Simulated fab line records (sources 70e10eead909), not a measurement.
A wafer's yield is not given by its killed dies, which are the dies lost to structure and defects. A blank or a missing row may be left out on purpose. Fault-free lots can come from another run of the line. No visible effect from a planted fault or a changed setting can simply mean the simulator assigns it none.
fab line records | flow nandHarc
[record] lots = 9 wafers = 27 lastDay = 24
route steps=1159 shown A_CONTACT@920
lots that met no fault: from a run of the same line without faults
startH: hours from the record's first day to the start of the lot's first wafer shown | waitH: time in hours since the lot's previous step | " identical to the entry in the row above | L1.1+2: several wafers, shown together as one row | - no value, or no start was given | * or withheld: withheld | < > ~ a bound
route shown NAME@n: NAME is a module with steps in the file, n the number in the route of the first one | usual: mean/standard deviation of fault-free wafers | same: alike in all rows | chamber/n: place in a boat | sites: per-site readings | _std_site: how widely they spread, as a standard deviation | _edge_site: the outer-site mean with the inner-site mean subtracted | radiusMm: for every site, how far away it sits from the centre of the wafer | mask NAME#n: copy n | behind: the most recent tool/chamber to have shaped the wafer | hold: why the lot went on hold/how many hours it stayed there/how the hold came to an end | device: which transistor (n, p or np) failed to switch | end of line: the tests these same wafers got at the end of their route | a step given without rows: its recipe and nothing more | killed: dies that structure and defects cost at the first sort, which is not the same as the wafer's yield | map: dies across one wafer; x = killed, . = not, _ = none there
set.NAME: the setting that was run; set.NAME@STEP: the one run at that earlier step | model.NAME: the simulator's own value behind a step, which no gauge read
a sample of lots followed through the steps of the route, with each step as a table and each wafer as a row
services: from which hour (startH, from the record's first day; less than 0 if before it) a tool's chamber was out of use, for how many hours, and why
[[steps]]
[step NHARC_A_CONTACT_ETCH_106]
[recipe] targetDepthA = 600 overetchA = 60 timeS = 33 ionEnergyEv = 100 cf4FlowSccm = 80 o2FlowSccm = 20 arFlowSccm = 0 rfW = 300 biasW = 100 chemistry = CF4/O2
[usual] drypumpMotorCurrentA = 5.7/0.39 mfcArSccm = 0.006/0.0086 oesProductAu = 1.001/0.0076 rfVppV = 198.1/1.4 runLengthS = 54.6/0.57 showerheadPlenumPTorr = 1.35/0.052 throttleValvePct = 13.397/0.0089
// columns lot.wafer tool chamber startH waitH drypumpMotorCurrentA mfcArSccm oesProductAu rfHoursCounterH rfVppV runLengthS showerheadPlenumPTorr throttleValvePct
L561.4 rieDiel-11 2 388.23 0.1 6.1 0 1.007 4 199.9 54.6 1.42 13.410
L561.6 " 1 " " 5.5 0.007 1.008 - 198.8 54.8 1.36 13.402
L561.5 " 2 " " 6.0 0 1.003 - 199.9 54.5 1.42 13.406
L565.2 rieDiel-04 2 390.52 0.1 5.6 0 0.997 41 197.7 53.8 1.29 13.404
L565.5 " 2 " " 5.6 0 1.012 - 198.0 53.9 1.29 13.406
L565.6 " 3 " " 6.2 0 0.999 - 196.7 54.1 1.34 13.400
L562.3 rieDiel-11 2 392.36 0.1 6.1 0 1.003 6 199.5 54.8 1.42 13.407
L562.6 " 2 " " 6.1 0 1.011 - 199.4 54.4 1.42 13.410
L562.5 " 3 " " 5.8 0 1.006 - 198.5 55.0 1.36 13.400
L571.1 rieDiel-03 0 439.43 0.0 5.4 0 1.001 7 197.0 54.8 1.26 13.410
L571.4 " 1 " " 5.6 0.025 1.007 5 199.9 54.1 1.42 13.403
L571.5 " 1 " " 5.5 0.025 1.006 - 200.1 53.8 1.42 13.385
L575.4 rieDiel-03 2 467.89 0.1 5.3 0.016 0.985 10 198.8 55.4 1.38 13.384
L575.6 " 3 " " 6.3 0 1.006 - 197.9 55.6 1.38 13.404
L575.5 " 0 " " 5.4 0 1.008 - 194.9 55.0 1.25 13.393
L574.4 rieDiel-04 3 475.37 0.1 6.2 0 1.001 0 196.5 54.0 1.33 13.414
L574.6 " 2 " " 5.6 0 1.006 - 197.1 53.7 1.29 13.395
L574.5 " 3 " " 6.2 0 1.004 - 198.9 54.5 1.33 13.393
L577.2 rieDiel-03 2 485.63 0.1 5.4 0.016 0.990 14 199.3 55.6 1.38 13.387
L577.4 " 0 " " 5.4 0 0.983 15 197.0 55.0 1.25 13.402
L577.5 " 2 " " 5.3 0.016 0.987 - 198.8 55.1 1.38 13.399
L580.2 rieDiel-03 1 489.10 0.1 5.5 0.025 1.013 12 201.0 53.5 1.42 13.405
L580.1 " 2 " " 5.3 0.016 0.992 15 198.5 55.2 1.38 13.394
L580.3 " 0 " " 5.4 0 1.000 16 195.8 54.8 1.25 13.387
L579.2 rieDiel-11 1 505.55 0.1 5.5 0.007 0.997 44 198.8 54.4 1.35 13.385
L579.3 " 2 " " 6.0 0 1.007 43 199.6 55.0 1.41 13.391
L579.6 " 1 " " 5.5 0.007 0.994 - 196.6 54.3 1.35 13.389
[step NHARC_A_CONTACT_DEP_84]
[recipe] targetThkA = 20000 tempC = 400 material = aC
[usual] throttleValvePct = 35.000/0.0091
// columns lot.wafer tool chamber startH waitH throttleValvePct
L561.4 aclDep-02 0 389.52 - 35.010
L561.5 " 0 " " 35.012
L561.6 " 0 " " 34.997
L565.2 aclDep-03 0 391.37 - 34.996
L565.5 " 0 " " 35.000
L565.6 " 0 " " 35.013
L562.3 aclDep-03 0 393.43 - 35.013
L562.5 " 0 " " 34.997
L562.6 " 0 " " 35.011
L571.1 aclDep-01 0 440.08 - 35.015
L571.4 " 0 " " 35.003
L571.5 " 0 " " 35.005
L575.4 aclDep-03 0 470.20 - 35.008
L575.5 " 0 " " 34.990
L575.6 " 0 " " 35.001
L574.4 aclDep-03 0 476.63 - 35.004
L574.5 " 0 " " 35.009
L574.6 " 0 " " 34.993
L577.2 aclDep-03 0 490.17 - 35.002
L577.4 " 0 " " 35.005
L577.5 " 0 " " 35.002
L580.1 aclDep-01 0 495.14 - 35.018
L580.2 " 0 " " 34.985
L580.3 " 0 " " 34.994
L579.2 aclDep-01 0 509.18 - 34.999
L579.3 " 0 " " 35.000
L579.6 " 0 " " 35.029
[step NHARC_A_CONTACT_OVL_MEAS_09]
[usual] overlayXNm = 0.3/0.84 overlayYNm = 0.1/0.85
// columns lot.wafer tool chamber startH waitH overlayXNm overlayYNm
L561.4 overlay-01 - 390.88 - 0.2 -0.4
L561.5 " - " " -0.3 0.5
L561.6 " - " " -0.2 0.6
L565.2 overlay-02 - 393.24 - 0.2 -0.9
L565.5 " - " " 0.4 -0.4
L565.6 " - " " 0.5 -0.8
L562.3 overlay-02 - 395.10 - -0.1 -0.1
L562.5 " - " " -0.1 0.5
L562.6 " - " " 0.7 0.1
L571.1 overlay-01 - 442.12 - 0.6 -0.9
L571.4 " - " " 0.2 -0.7
L571.5 " - " " -0.3 -0.6
L575.4 overlay-02 - 471.58 - -1.1 0.8
L575.5 " - " " -1.3 0.9
L575.6 " - " " -1.2 0.6
L574.4 overlay-01 - 477.96 - -1.9 -0.3
L574.5 " - " " -1.3 -0.5
L574.6 " - " " -1.2 0.1
L577.2 overlay-01 - 492.05 - -0.7 0.5
L577.4 " - " " -0.6 1.1
L577.5 " - " " 0.0 0.4
L580.1 overlay-02 - 497.25 - -0.2 -0.2
L580.2 " - " " -0.6 -0.3
L580.3 " - " " -0.4 -0.1
L579.2 overlay-01 - 511.04 - 2.1 0.6
L579.3 " - " " 2.4 0.6
L579.6 " - " " 1.8 -0.3
[step NHARC_A_CONTACT_ETCH_30]
[recipe] targetDepthA = 605 timeS = 30.2 cf4FlowSccm = 100 chf3FlowSccm = 30 arFlowSccm = 0 rfW = 500 biasW = 200 chemistry = CF4/CHF3
[usual] chf3FlowSccm = 29.99/0.084 drypumpMotorCurrentA = 5.7/0.39 mfcArSccm = 0.006/0.0088 oesProductAu = 0.933/0.017 rfVppV = 370.9/2.1 runLengthS = 51.7/0.6 showerheadPlenumPTorr = 1.58/0.058 throttleValvePct = 16.804/0.0099
// columns lot.wafer tool chamber startH waitH chf3FlowSccm drypumpMotorCurrentA mfcArSccm oesProductAu rfHoursCounterH rfVppV runLengthS showerheadPlenumPTorr throttleValvePct
L561.4 rieDiel-03 2 391.51 - 29.92 5.4 0.016 0.915 30 373.1 52.2 1.63 16.810
L561.6 " 0 " " 30.01 5.4 0 0.928 - 367.3 52.2 1.48 16.808
L561.5 " 1 " " 30.16 5.6 0.025 0.930 - 374.4 51.3 1.67 16.795
L565.2 rieDiel-04 2 393.89 - 29.86 5.6 0 0.926 42 369.9 51.2 1.53 16.807
L565.6 " 2 " " 29.97 5.6 0 0.931 - 368.1 50.8 1.53 16.798
L565.5 " 3 " " 30.03 6.2 0 0.928 - 371.1 51.2 1.58 16.795
L562.3 rieDiel-11 2 395.89 - 30.17 6.0 0 0.946 7 374.9 51.8 1.67 16.812
L562.5 " 1 " " 30.19 5.5 0.007 0.933 - 371.2 51.5 1.60 16.799
L562.6 " 2 " " 30.10 6.0 0 0.934 - 374.1 52.2 1.67 16.800
L571.1 rieDiel-03 3 442.75 - 29.92 6.3 0 0.921 7 372.2 52.8 1.62 16.813
L571.4 " 0 " " 30.08 5.4 0 0.918 8 366.5 47.3 1.48 16.799
L571.5 " 2 " " 29.90 5.4 0.016 0.913 - 373.1 52.2 1.62 16.802
L575.4 rieDiel-11 0 472.96 - 30.01 5.3 0 0.928 34 369.7 51.7 1.55 16.787
L575.5 " 0 " " 29.82 5.3 0 0.932 - 369.6 51.2 1.55 16.808
L575.6 " 1 " " 29.94 5.5 0.007 0.924 - 370.4 51.5 1.59 16.797
L574.4 rieDiel-11 0 478.59 - 30.13 5.3 0 0.937 37 368.8 51.4 1.55 16.813
L574.6 " 2 " " 30.11 6.0 0 0.938 - 374.5 51.6 1.66 16.801
L574.5 " 3 " " 30.00 5.9 0 0.938 - 371.8 51.7 1.60 16.810
L577.4 rieDiel-11 1 492.68 - 30.01 5.5 0.007 0.926 40 371.1 51.4 1.59 16.781
L577.2 " 2 " " 29.98 6.1 0 0.934 41 373.8 52.0 1.66 16.786
L577.5 " 1 " " 30.00 5.5 0.007 0.921 - 371.5 51.6 1.59 16.812
L580.2 rieDiel-11 0 497.87 - 30.01 5.3 0 0.936 45 369.5 51.7 1.55 16.810
L580.3 " 1 " " 30.03 5.5 0.007 0.928 43 371.6 51.8 1.59 16.804
L580.1 " 2 " " 29.98 6.0 0 0.927 42 373.0 51.9 1.66 16.800
L579.3 rieDiel-04 0 511.67 - 29.93 6.0 0.013 0.938 15 371.0 51.8 1.59 16.807
L579.2 " 1 " " 29.95 5.0 0 0.934 14 369.7 50.7 1.54 16.829
L579.6 " 2 " " 29.95 5.6 0 0.926 - 367.8 51.2 1.52 16.808
[[services]]
// columns tool chamber startH hours kind
rieDiel-11 - 366.62 9.0 pm
rieDiel-11 0 366.62 9.0 ventCycle
rieDiel-11 1 366.62 9.0 ventCycle
rieDiel-11 2 366.62 9.0 ventCycle
rieDiel-11 3 366.62 9.0 ventCycle
rieDiel-11 0 375.62 - clean
rieDiel-11 1 375.62 - clean
rieDiel-11 2 375.62 - clean
rieDiel-11 3 375.62 - clean
rieDiel-11 2 399.95 2.8 repair
rieDiel-11 0 400.12 - clean
rieDiel-11 1 400.12 - clean
rieDiel-11 3 400.12 - clean
aclDep-03 - 408.05 13.0 pm
rieDiel-03 1 413.39 7.9 repair
rieDiel-11 0 424.66 - clean
rieDiel-11 1 424.66 - clean
rieDiel-11 2 424.66 - clean
rieDiel-11 3 424.66 - clean
rieDiel-11 1 442.47 8.3 repair
rieDiel-11 0 449.32 - clean
rieDiel-04 - 466.06 9.0 pm
aclDep-01 - 475.40 13.0 pm
rieDiel-04 - 491.98 0.2 repair
[[key]]
[firstSign] step = NHARC_A_CONTACT_ETCH_30 reading = runLengthS direction = down sigmas = 7.4 usual = * struck = *
effect none on later readings
metAt NHARC_A_CONTACT_ETCH_30
struckLots L571
struckWafers L571.4
testerLeftOut L571
notActingAt NHARC_A_CONTACT_ETCH_106,NHARC_A_CONTACT_DEP_84,NHARC_A_CONTACT_OVL_MEAS_09
onsetBetween 391.51 442.75
[fault] kind = processParameterDrift tool = rieDiel-03 chamber = 0 onsetH = 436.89 steps = NHARC_A_CONTACT_ETCH_30 channel = timeS offset = * shape = step endH = 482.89 actsIn = * stated = *
// testerLeftOut: of these lots the tester's yield and bins aren't shown, on N5 and GAA mostly nor the transistor test; their killed dies are dies lost to structure and defects alone, not to doping, threshold or leakage, so they don't give the yield
